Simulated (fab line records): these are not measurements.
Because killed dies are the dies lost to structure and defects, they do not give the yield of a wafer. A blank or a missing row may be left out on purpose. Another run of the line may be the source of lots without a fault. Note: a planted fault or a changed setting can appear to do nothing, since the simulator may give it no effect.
The tool behind it: which one?	flow nandHarc	42 wafers from 14 lots sampled at 2 of the route's 1302 steps

## WHAT EACH GAUGE READ, for each wafer
NHARC_P_ZERO_WELL_CD_MEAS_11: target cd 500 nm.
lot	measured	on	cdNm (nm)
L218	day 1 21:15	cdSem-01	501.2 499.2 499.5
L220	day 2 17:14	cdSem-03	500.4 499.4 500.4
L221	day 3 03:14	cdSem-02	499.2 503.0 499.6
L222	day 3 13:14	cdSem-03	501.8 502.1 502.5
L224	day 4 09:15	cdSem-02	499.7 502.4 499.7
L225	day 4 19:07	cdSem-02	499.4 498.8 495.8
L226	day 5 05:22	cdSem-03	497.5 499.1 500.3
L231	day 7 07:19	cdSem-01	428.4 430.8 427.8 428.2 430.8 427.8
L232	day 7 17:12	cdSem-02	441.8 443.8 441.0 442.4 443.8 441.1
L235	day 8 23:07	cdSem-02	502.3 497.8 502.2
L236	day 9 09:15	cdSem-02	495.7 496.7 496.8
L239	day 10 15:07	cdSem-03	498.5 502.5 499.1
L240	day 11 01:14	cdSem-03	499.2 500.8 499.1
L241	day 11 11:07	cdSem-01	497.9 496.6 499.1

## EACH LOT AND THE TOOL THAT RAN IT (in order: tool; ch and the chambers of the sampled wafers; start)
lot	NHARC_P_ZERO_WELL_PEB_09
L218	lithoTrack-03 ch 0, day 1 21:10
L220	lithoTrack-03 ch 0, day 2 17:10
L221	lithoTrack-07 ch 0, day 3 03:10
L222	lithoTrack-03 ch 0, day 3 13:09
L224	lithoTrack-03 ch 0, day 4 09:10
L225	lithoTrack-03 ch 0, day 4 19:02
L226	lithoTrack-05 ch 0, day 5 05:17
L231	lithoTrack-07 ch 0, day 7 07:14
L232	lithoTrack-07 ch 0, day 7 17:07
L235	lithoTrack-03 ch 0, day 8 23:02
L236	lithoTrack-05 ch 0, day 9 09:10
L239	lithoTrack-03 ch 0, day 10 15:02
L240	lithoTrack-03 ch 0, day 11 01:10
L241	lithoTrack-05 ch 0, day 11 11:02
- NHARC_P_ZERO_WELL_PEB_09: peb time 80 s.

## WHAT THE TOOLS THEMSELVES READ (means of the sampled wafers that have a number; where no wafer has one, the mark that the record gives instead)
NHARC_P_ZERO_WELL_PEB_09.
lot	tool	heaterPowerTotalW (W)	plateTempC (C)	resistLineTempC (C)
L218	lithoTrack-03	189.6	128.03	22.89
L220	lithoTrack-03	189.5	127.93	23.00
L221	lithoTrack-07	189.7	127.90	22.99
L222	lithoTrack-03	189.3	127.76	22.96
L224	lithoTrack-03	189.4	128.01	23.18
L225	lithoTrack-03	189.5	127.86	23.08
L226	lithoTrack-05	189.6	127.99	23.01
L231	lithoTrack-07	174.4	120.10	23.01
L232	lithoTrack-07	174.4	120.10	22.84
L235	lithoTrack-03	190.1	128.16	22.90
L236	lithoTrack-05	190.1	127.95	23.01
L239	lithoTrack-03	189.8	127.97	22.90
L240	lithoTrack-03	189.4	128.01	23.09
L241	lithoTrack-05	189.4	127.94	22.94

## THE ANSWER, worked out from the rows above alone
Rule: the lots themselves supply what counts as usual. Put in order of their means at a reading, lots are off if they are a third of the lots or fewer, leave a main group of 4 or more, and stand apart from it by a gap of 3 or more times the standard deviation of the main group's means; of several such gaps the widest counts. If all means in a main group match to the digits the tables above print for the reading, that group is not used. Also off: a lot with no number at a reading for which 4 or more lots have one. All remaining lots with rows at the step are treated as sound. Order of review: gauges by route order, followed by the tools' own readings, for which a lot's mean as printed above is used. At the first step where some lot is off, the reading lying furthest off is the one used; lots without a number count as furthest.
Off at NHARC_P_ZERO_WELL_CD_MEAS_11 (cdNm): L231, L232. The main group: mean 499.6 nm, standard deviation 1.5.
If a tool, at a process step before that reading, ran all the lots that are off and no sound lot after the first of them, it fits. The gauges at NHARC_P_ZERO_WELL_CD_MEAS_11 aren't tried: what is off there is off at NHARC_P_ZERO_WELL_PEB_09 too, on other tools, and a gauge's error can't cause that. One fits: NHARC_P_ZERO_WELL_PEB_09 on lithoTrack-07. Its last sound lot is L221 (day 3 03:10), its first lot that is off L231 (day 7 07:14): a fault that began between those two fits.
The tool's own readings at NHARC_P_ZERO_WELL_PEB_09 bear it out: on the lots that are off they differ by more than 5 times the standard deviation of the sound lots' means. heaterPowerTotalW reads 174.4 W there against 189.6 W on the sound lots; plateTempC reads 120.10 C there against 127.96 C on the sound lots.

## WHAT THE SIMULATOR PUT IN
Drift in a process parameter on lithoTrack-07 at NHARC_P_ZERO_WELL_PEB_09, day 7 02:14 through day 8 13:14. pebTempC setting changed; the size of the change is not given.
Shown lots that were struck: L231, L232. The rule above reached the same finding.
